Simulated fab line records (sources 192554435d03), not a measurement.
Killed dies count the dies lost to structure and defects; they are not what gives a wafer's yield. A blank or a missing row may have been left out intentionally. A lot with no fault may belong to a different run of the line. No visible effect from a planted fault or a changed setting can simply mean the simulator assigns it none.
Split-lot trial :: flow n5_finfet :: 21 wafers read across 7 lots, on a route 1938 steps long

## ABOUT THE SPLIT
At N5_HKMG_FIN_ETCH_35 (etches SOC in N2/H2, target depth 215.8 nm, time 243.4 s), the setting time_s was moved away from the recipe's 243.4 s on 8 of the 21 wafers read, by -16.3% to +15.3%. All remaining wafers had this setting at the recipe value.

Reading taken at the split's own step.

## THE READING
SOC_of_HKMG_FIN_COAT_29.thk_nm (the simulator's own value, which no gauge read), in nm, at N5_HKMG_FIN_ETCH_35 (etches SOC in N2/H2, target depth 215.8 nm, time 243.4 s). No usual value for it is given in the file. Average 81.7 nm, standard deviation 3.9 nm, over the 13 wafers here run with the recipe.

wafer: L078.1
tool, chamber at the split: rie_diel-03, 2
time_s as run, s: 243.4
against the recipe: recipe
SOC_of_HKMG_FIN_COAT_29.thk_nm, nm: 78.4
against lot-mates on the recipe: -

wafer: L078.3
tool, chamber at the split: rie_diel-03, 1
time_s as run, s: 267.3
against the recipe: +9.8%
SOC_of_HKMG_FIN_COAT_29.thk_nm, nm: 54
against lot-mates on the recipe: -24.4

wafer: L078.5
tool, chamber at the split: rie_diel-03, 2
time_s as run, s: 267.3
against the recipe: +9.8%
SOC_of_HKMG_FIN_COAT_29.thk_nm, nm: 56.8
against lot-mates on the recipe: -21.6

wafer: L079.2
tool, chamber at the split: rie_diel-06, 2
time_s as run, s: 203.7
against the recipe: -16.3%
SOC_of_HKMG_FIN_COAT_29.thk_nm, nm: 119.2
against lot-mates on the recipe: +39.8

wafer: L079.5
tool, chamber at the split: rie_diel-06, 2
time_s as run, s: 203.7
against the recipe: -16.3%
SOC_of_HKMG_FIN_COAT_29.thk_nm, nm: 120.4
against lot-mates on the recipe: +41.0

wafer: L079.6
tool, chamber at the split: rie_diel-06, 1
time_s as run, s: 243.4
against the recipe: recipe
SOC_of_HKMG_FIN_COAT_29.thk_nm, nm: 79.4
against lot-mates on the recipe: -

wafer: L081.3
tool, chamber at the split: rie_diel-03, 1
time_s as run, s: 243.4
against the recipe: recipe
SOC_of_HKMG_FIN_COAT_29.thk_nm, nm: 78.4
against lot-mates on the recipe: -

wafer: L081.4
tool, chamber at the split: rie_diel-03, 2
time_s as run, s: 260.5
against the recipe: +7.0%
SOC_of_HKMG_FIN_COAT_29.thk_nm, nm: 62.8
against lot-mates on the recipe: -15.6

wafer: L081.6
tool, chamber at the split: rie_diel-03, 3
time_s as run, s: 260.5
against the recipe: +7.0%
SOC_of_HKMG_FIN_COAT_29.thk_nm, nm: 62.4
against lot-mates on the recipe: -16.0

wafer: L083.1
tool, chamber at the split: rie_diel-01, 3
time_s as run, s: 243.4
against the recipe: recipe
SOC_of_HKMG_FIN_COAT_29.thk_nm, nm: 80.6
against lot-mates on the recipe: -

wafer: L083.2
tool, chamber at the split: rie_diel-01, 1
time_s as run, s: 243.4
against the recipe: recipe
SOC_of_HKMG_FIN_COAT_29.thk_nm, nm: 84.2
against lot-mates on the recipe: -

wafer: L083.4
tool, chamber at the split: rie_diel-01, 1
time_s as run, s: 280.7
against the recipe: +15.3%
SOC_of_HKMG_FIN_COAT_29.thk_nm, nm: 49
against lot-mates on the recipe: -33.4

wafer: L086.2
tool, chamber at the split: rie_diel-06, 2
time_s as run, s: 243.4
against the recipe: recipe
SOC_of_HKMG_FIN_COAT_29.thk_nm, nm: 89.2
against lot-mates on the recipe: -

wafer: L086.4
tool, chamber at the split: rie_diel-06, 0
time_s as run, s: 243.4
against the recipe: recipe
SOC_of_HKMG_FIN_COAT_29.thk_nm, nm: 84.8
against lot-mates on the recipe: -

wafer: L086.6
tool, chamber at the split: rie_diel-06, 1
time_s as run, s: 243.4
against the recipe: recipe
SOC_of_HKMG_FIN_COAT_29.thk_nm, nm: 82.6
against lot-mates on the recipe: -

wafer: L089.2
tool, chamber at the split: rie_diel-03, 0
time_s as run, s: 243.4
against the recipe: recipe
SOC_of_HKMG_FIN_COAT_29.thk_nm, nm: 86.4
against lot-mates on the recipe: -

wafer: L089.4
tool, chamber at the split: rie_diel-03, 1
time_s as run, s: 243.4
against the recipe: recipe
SOC_of_HKMG_FIN_COAT_29.thk_nm, nm: 77
against lot-mates on the recipe: -

wafer: L089.5
tool, chamber at the split: rie_diel-03, 1
time_s as run, s: 243.4
against the recipe: recipe
SOC_of_HKMG_FIN_COAT_29.thk_nm, nm: 79.2
against lot-mates on the recipe: -

wafer: L091.1
tool, chamber at the split: rie_diel-03, 2
time_s as run, s: 271.8
against the recipe: +11.7%
SOC_of_HKMG_FIN_COAT_29.thk_nm, nm: 50
against lot-mates on the recipe: -31.2

wafer: L091.2
tool, chamber at the split: rie_diel-03, 1
time_s as run, s: 243.4
against the recipe: recipe
SOC_of_HKMG_FIN_COAT_29.thk_nm, nm: 76.2
against lot-mates on the recipe: -

wafer: L091.4
tool, chamber at the split: rie_diel-03, 0
time_s as run, s: 243.4
against the recipe: recipe
SOC_of_HKMG_FIN_COAT_29.thk_nm, nm: 86.2
against lot-mates on the recipe: -

FIT RESULTS
A straight line over all 21 wafers: SOC_of_HKMG_FIN_COAT_29.thk_nm changes by -2.41 nm for each +1% of time_s; r = -0.98; the points scatter about the line by 3.7 nm.
The same after taking each lot's own level away (the mean of its wafers on the recipe; 21 wafers): -2.41 nm for each +1%; r = -0.99; scatter 2.9 nm.
That fit puts the effect of the largest move of time_s on the reading at 39 nm.
Measured against the standard deviation above, the lots' own levels, which go from 78.40 to 85.53 nm, span 1.8 times it.
So the lot-to-lot level changes the slope little: the two slopes agree.
Check: for one of the wafers moved furthest among these (-16.3%), held out of the fit, the line's prediction against its lot-mates is +39.4 nm. It came out at +39.8 nm against them.

## OTHER SPLITS ON THESE WAFERS
Note: prior to the reading, these wafers also went through further splits. Each is held against what the fit with the lots' levels taken away leaves over:
other split on the same wafers: N5_HKMG_FIN_EXPOSE_46 dose_mj
wafers away from the commonest value: 6
r with SOC_of_HKMG_FIN_COAT_29.thk_nm (lot level and that fit taken away): +0.01

other split on the same wafers: N5_HKMG_FIN_ETCH_58 source_w
wafers away from the commonest value: 10
r with SOC_of_HKMG_FIN_COAT_29.thk_nm (lot level and that fit taken away): -0.04

other split on the same wafers: N5_HKMG_FIN_EXPOSE_09 dose_mj
wafers away from the commonest value: 9
r with SOC_of_HKMG_FIN_COAT_29.thk_nm (lot level and that fit taken away): -0.01

## THE WHOLE CHAIN: every reading that the file lists as answering this split, in the file's order
step: N5_HKMG_FIN_ETCH_35
what it does: etches SOC in N2/H2, target depth 215.8 nm, time 243.4 s
reading: etch.depth_nm (the simulator's own value, which no gauge read)
change (the file's fit): +2.4 nm for each +1% of the setting
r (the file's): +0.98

step: N5_HKMG_FIN_ETCH_35
what it does: etches SOC in N2/H2, target depth 215.8 nm, time 243.4 s
reading: HKMG_FIN.feature_depth_nm (the simulator's own value, which no gauge read)
change (the file's fit): +2.4 nm for each +1% of the setting
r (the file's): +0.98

step: N5_HKMG_FIN_ETCH_35
what it does: etches SOC in N2/H2, target depth 215.8 nm, time 243.4 s
reading: SOC_of_HKMG_FIN_COAT_29.thk_nm (the simulator's own value, which no gauge read)
change (the file's fit): -2.39 nm for each +1% of the setting
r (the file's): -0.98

## THE FILE'S OWN FIT
SOC_of_HKMG_FIN_COAT_29.thk_nm changes by -2.39 nm for each +1% of time_s, r = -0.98.
